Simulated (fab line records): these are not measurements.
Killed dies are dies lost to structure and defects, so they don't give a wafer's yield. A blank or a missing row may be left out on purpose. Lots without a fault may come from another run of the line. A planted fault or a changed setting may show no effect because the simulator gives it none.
Which tool did it? + flow nandHarc + Sampling: 11 lots, 33 wafers, 5 of 1159 route steps

== WHAT THE GAUGES READ, wafer by wafer ==
NHARC_A_CONTACT_OVL_MEAS_70.
| lot  | measured     | on         | overlayXNm (nm) | overlayYNm (nm) |
|------|--------------|------------|-----------------|-----------------|
| L114 | day 16 14:43 | overlay-02 | 0.8 0.7 0.9     | 1.0 1.2 0.4     |
| L116 | day 17 00:40 | overlay-02 | 0.5 0.5 0.3     | -1.6 -1.5 -1.9  |
| L117 | day 17 02:23 | overlay-02 | 2.2 1.5 1.6     | 0.2 -0.5 -0.7   |
| L119 | day 18 07:28 | overlay-01 | 0.5 0.8 0.2     | -0.6 -0.4 -0.6  |
| L121 | day 18 18:21 | overlay-01 | 0.3 0.0 1.0     | -0.8 -1.0 -0.5  |
| L128 | day 20 09:39 | overlay-02 | 0.0 -0.1 -0.1   | -0.1 0.2 0.0    |
| L130 | day 20 21:38 | overlay-02 | 1.1 0.7 0.8     | 0.3 -0.4 -0.1   |
| L136 | day 22 00:10 | overlay-01 | 0.4 0.7 0.7     | 0.0 -0.4 -0.2   |
| L135 | day 22 02:43 | overlay-02 | -0.2 -0.1 0.3   | 0.8 1.3 0.8     |
| L133 | day 22 04:36 | overlay-01 | -1.0 -0.7 -0.8  | 0.2 0.0 0.4     |
| L137 | day 22 18:02 | overlay-02 | -1.2 -0.7 -1.0  | 0.1 0.6 0.1     |

NHARC_END_SORT_01.
| lot  | measured     | on        | killedAtArray | killedAtOther | killedAtPeriphery | killedDies | killedOpen | killedShort |
|------|--------------|-----------|---------------|---------------|-------------------|------------|------------|-------------|
| L119 | day 20 22:35 | prober-01 | 13 545 14     | 0 1 0         | 1 4 3             | 14 550 17  | 4 7 4      | 2 1 4       |
| L121 | day 21 14:54 | prober-02 | 17 565 12     | 1 0 0         | 2 5 6             | 20 570 18  | 3 4 3      | 1 1 3       |

== TOOL THAT RAN EACH LOT (tool first, then ch and the chambers of the sampled wafers, then the start) ==
| lot  | NHARC_A_CONTACT_ETCH_76           | NHARC_A_CONTACT_ETCH_77                      | NHARC_A_CONTACT_ETCH_78                      |
|------|-----------------------------------|----------------------------------------------|----------------------------------------------|
| L114 | rieDiel-01 ch 0,2, day 16 15:07   | rieDiel-01 ch 0,2, no start                  | rieDiel-01 ch 0,1,3, no start                |
| L116 | rieDiel-01 ch 1,2, day 17 01:01   | rieDiel-01 ch 0,3, no start                  | rieDiel-01 ch 1,2,3, no start                |
| L117 | rieDiel-11 ch 0,2,3, day 17 02:40 | rieDiel-11 ch 0,1,3, no start                | rieDiel-11 ch 1,2,3, no start                |
| L119 | rieDiel-11 ch 1,2,3, day 18 07:48 | rieDiel-11 ch 0,1, day 20 22:35 or earlier   | rieDiel-11 ch 0,1,3, day 20 22:35 or earlier |
| L121 | rieDiel-11 ch 0,3, day 18 18:40   | rieDiel-11 ch 1,2,3, day 21 14:54 or earlier | rieDiel-11 ch 0,1,3, day 21 14:54 or earlier |
| L128 | rieDiel-09 ch 1,2,3, day 20 09:57 | rieDiel-09 ch 1,2,3, no start                | rieDiel-09 ch 1,2,3, no start                |
| L130 | rieDiel-01 ch 0,2, day 20 22:00   | rieDiel-01 ch 1,2,3, no start                | rieDiel-01 ch 0,1,2, no start                |
| L136 | rieDiel-01 ch 0,2,3, day 22 00:28 | rieDiel-01 ch 1,3, no start                  | rieDiel-01 ch 0,3, no start                  |
| L135 | rieDiel-11 ch 0,1, day 22 03:03   | rieDiel-11 ch 1,2, no start                  | rieDiel-11 ch 1,2,3, no start                |
| L133 | rieDiel-01 ch 2,3, day 22 04:52   | rieDiel-01 ch 0,1,2, no start                | rieDiel-01 ch 0,2,3, no start                |
| L137 | rieDiel-11 ch 0,1,3, day 22 18:19 | rieDiel-11 ch 1,2,3, no start                | rieDiel-11 ch 2,3, no start                  |
- NHARC_A_CONTACT_ETCH_76: etches the open film in N2/H2, target depth 260 nm, time 475.3 s.
- NHARC_A_CONTACT_ETCH_77: etches the open film in CF4/CHF3, target depth 72.6 nm, time 36.3 s.
- NHARC_A_CONTACT_ETCH_78: etches the open film in O2/COS, target depth 2800 nm, time 728 s.

== AS READ BY THE TOOLS THEMSELVES (means over the sampled wafers that have a number; for cases with no such wafer, the mark the record gives instead) ==
NHARC_A_CONTACT_ETCH_76.
| lot  | tool       | drypumpMotorCurrentA (A) | oesProductAu (a.u.) | rfVppV (V) | runLengthS (s) | showerheadPlenumPTorr (Torr) | throttleValvePct (%) |
|------|------------|--------------------------|---------------------|------------|----------------|------------------------------|----------------------|
| L114 | rieDiel-01 | 5.53                     | 0.996               | 430.7      | 497.0          | 2.05                         | 14.177               |
| L116 | rieDiel-01 | 5.65                     | 0.994               | 433.2      | 496.3          | 2.12                         | 14.166               |
| L117 | rieDiel-11 | 5.72                     | 1.008               | 430.1      | 497.1          | 2.01                         | 14.168               |
| L119 | rieDiel-11 | 5.53                     | 1.016               | 432.0      | 453.6          | 2.08                         | 14.174               |
| L121 | rieDiel-11 | 5.63                     | 1.003               | 427.1      | 453.5          | 1.91                         | 14.161               |
| L128 | rieDiel-09 | 5.75                     | 0.997               | 429.2      | 496.3          | 2.01                         | 14.174               |
| L130 | rieDiel-01 | 5.63                     | 0.999               | 430.6      | 496.9          | 2.05                         | 14.172               |
| L136 | rieDiel-01 | 5.39                     | 1.001               | 430.8      | 496.6          | 2.05                         | 14.164               |
| L135 | rieDiel-11 | 5.24                     | 1.008               | 430.6      | 496.8          | 2.02                         | 14.169               |
| L133 | rieDiel-01 | 5.26                     | 1.002               | 431.9      | 496.6          | 2.08                         | 14.174               |
| L137 | rieDiel-11 | 5.46                     | 1.006               | 430.1      | 496.7          | 1.98                         | 14.182               |

NHARC_A_CONTACT_ETCH_77.
| lot  | tool       | drypumpMotorCurrentA (A) | oesProductAu (a.u.) | rfVppV (V) | runLengthS (s) | showerheadPlenumPTorr (Torr) | throttleValvePct (%) |
|------|------------|--------------------------|---------------------|------------|----------------|------------------------------|----------------------|
| L114 | rieDiel-01 | 5.6                      | 0.927               | 371.3      | 57.4           | 1.59                         | 16.807               |
| L116 | rieDiel-01 | 5.3                      | 0.924               | 371.3      | 58.1           | 1.58                         | 16.813               |
| L117 | rieDiel-11 | 5.4                      | 0.932               | 370.6      | 57.7           | 1.54                         | 16.814               |
| L119 | rieDiel-11 | 5.2                      | 0.936               | 370.3      | 57.7           | 1.57                         | 16.803               |
| L121 | rieDiel-11 | 5.5                      | 0.930               | 371.7      | 57.8           | 1.60                         | 16.808               |
| L128 | rieDiel-09 | 5.8                      | 0.928               | 371.5      | 57.1           | 1.55                         | 16.799               |
| L130 | rieDiel-01 | 5.4                      | 0.924               | 371.8      | 57.2           | 1.62                         | 16.802               |
| L136 | rieDiel-01 | 5.2                      | 0.980               | 372.4      | 57.2           | 1.63                         | 16.807               |
| L135 | rieDiel-11 | 5.3                      | 0.943               | 371.3      | 57.8           | 1.63                         | 16.806               |
| L133 | rieDiel-01 | 5.6                      | 0.924               | 371.6      | 57.4           | 1.60                         | 16.807               |
| L137 | rieDiel-11 | 5.5                      | 0.968               | 371.7      | 58.0           | 1.60                         | 16.802               |

NHARC_A_CONTACT_ETCH_78.
| lot  | tool       | drypumpMotorCurrentA (A) | oesProductAu (a.u.) | rfVppV (V) | runLengthS (s) | showerheadPlenumPTorr (Torr) | throttleValvePct (%) |
|------|------------|--------------------------|---------------------|------------|----------------|------------------------------|----------------------|
| L114 | rieDiel-01 | 5.38                     | 1.005               | 314.8      | 749.1          | 3.22                         | 28.331               |
| L116 | rieDiel-01 | 5.45                     | 1.004               | 316.2      | 748.8          | 3.24                         | 28.327               |
| L117 | rieDiel-11 | 5.52                     | 0.999               | 315.1      | 749.4          | 3.18                         | 28.330               |
| L119 | rieDiel-11 | 5.45                     | 1.010               | 312.6      | 749.3          | 3.05                         | 28.326               |
| L121 | rieDiel-11 | 5.43                     | 1.019               | 313.4      | 749.4          | 3.05                         | 28.334               |
| L128 | rieDiel-09 | 5.77                     | 0.989               | 313.0      | 749.2          | 3.08                         | 28.330               |
| L130 | rieDiel-01 | 5.61                     | 0.995               | 315.3      | 749.1          | 3.19                         | 28.332               |
| L136 | rieDiel-01 | 5.19                     | 1.016               | 315.9      | 749.5          | 3.15                         | 28.334               |
| L135 | rieDiel-11 | 5.54                     | 1.012               | 314.4      | 749.5          | 3.17                         | 28.317               |
| L133 | rieDiel-01 | 5.38                     | 0.997               | 314.2      | 749.3          | 3.14                         | 28.326               |
| L137 | rieDiel-11 | 5.74                     | 1.002               | 313.4      | 749.3          | 3.11                         | 28.328               |

== THE ANSWER, worked out from the rows above alone ==
Rule: what is usual is taken from the lots themselves. The widest of any qualifying gaps counts: lots, ordered by their means at a reading, are off when they make up no more than a third of the lots, leave a main group of 4 or more, and stand apart from it by 3 or more times the standard deviation of that group's means. If all means in a main group match to the digits the tables above print for the reading, that group is not used. A lot without any number at a reading at which 4 lots or more have one is off too. All remaining lots with rows at the step are treated as sound. The gauges are gone through in route order, then the tools' own readings, and for those a lot's mean is taken as printed above. At the first step where some lot is off, the reading lying furthest off is the one used; lots without a number count as furthest.
Off at NHARC_A_CONTACT_ETCH_76 (runLengthS): L119, L121. The main group has a mean of 496.7 s with a standard deviation of 0.27.
A tool fits if, at that step or a process step before it, it ran every lot that is off, and no sound lot after the first of them. None of those tried fits.

== WHAT THE SIMULATOR HAD PUT IN ==
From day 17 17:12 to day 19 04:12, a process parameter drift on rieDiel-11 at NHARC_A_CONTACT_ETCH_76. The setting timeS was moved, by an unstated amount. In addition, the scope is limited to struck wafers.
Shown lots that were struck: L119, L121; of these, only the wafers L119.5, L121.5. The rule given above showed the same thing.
